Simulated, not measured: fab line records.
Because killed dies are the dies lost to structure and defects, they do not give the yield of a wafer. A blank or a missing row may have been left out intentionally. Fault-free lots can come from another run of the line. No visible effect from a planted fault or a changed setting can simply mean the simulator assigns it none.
Chamber matching || flow n5Finfet || 4 sister chambers for N5_BEOL_M2_ALD_84 on aldMetal-02
The step deposits TaN, pulse time 2 s, purge time 3 s, co reactant purge time 2 s. 4 wafers are shown with their chamber, then 7 later ones without.

## EACH WAFER AND ITS CHAMBER
{"wafer": "L087.1", "chamber": 3, "heaterPowerW (W)": 404}
{"wafer": "L087.2", "chamber": 1, "heaterPowerW (W)": 413}
{"wafer": "L093.3", "chamber": 2, "heaterPowerW (W)": 402}
{"wafer": "L093.4", "chamber": 0, "heaterPowerW (W)": 475}

## WAFERS WITH NO CHAMBER GIVEN
{"wafer": "L093.6", "heaterPowerW (W)": 416}
{"wafer": "L095.1", "heaterPowerW (W)": 471}
{"wafer": "L095.4", "heaterPowerW (W)": 406}
{"wafer": "L095.5", "heaterPowerW (W)": 406}
{"wafer": "L096.3", "heaterPowerW (W)": 423}
{"wafer": "L096.4", "heaterPowerW (W)": 461}
{"wafer": "L096.6", "heaterPowerW (W)": 455}

## WHICH CHAMBER EACH ONE RAN IN
{"wafer": "L093.6", "from the rows above": "can't be placed: 1 or 3 or 2", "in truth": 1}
{"wafer": "L095.1", "from the rows above": 0, "in truth": 0}
{"wafer": "L095.4", "from the rows above": "can't be placed: 3 or 2 or 1", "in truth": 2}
{"wafer": "L095.5", "from the rows above": "can't be placed: 3 or 2 or 1", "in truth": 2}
{"wafer": "L096.3", "from the rows above": "can't be placed: 1 or 3 or 2", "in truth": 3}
{"wafer": "L096.4", "from the rows above": 0, "in truth": 0}
{"wafer": "L096.6", "from the rows above": 0, "in truth": 0}
3 of 7 placed correctly. Can't be placed from these rows: 4 (the true chamber is among the candidates in 4). Number placed wrongly: 0.
How it was worked out, from the rows above alone: a wafer's distance from a chamber is the root of the sum, over the readings, of the square of ((its reading less the chamber's mean) divided by the reading's scatter). The wafer belongs to the nearest chamber; if the next one is less than 2 further off, it can't be placed. A chamber's mean is the mean of its shown wafers. The scatter (one wafer shown for each chamber): square how far every hidden wafer sits from the nearest shown wafer, average those squares and take the square root.
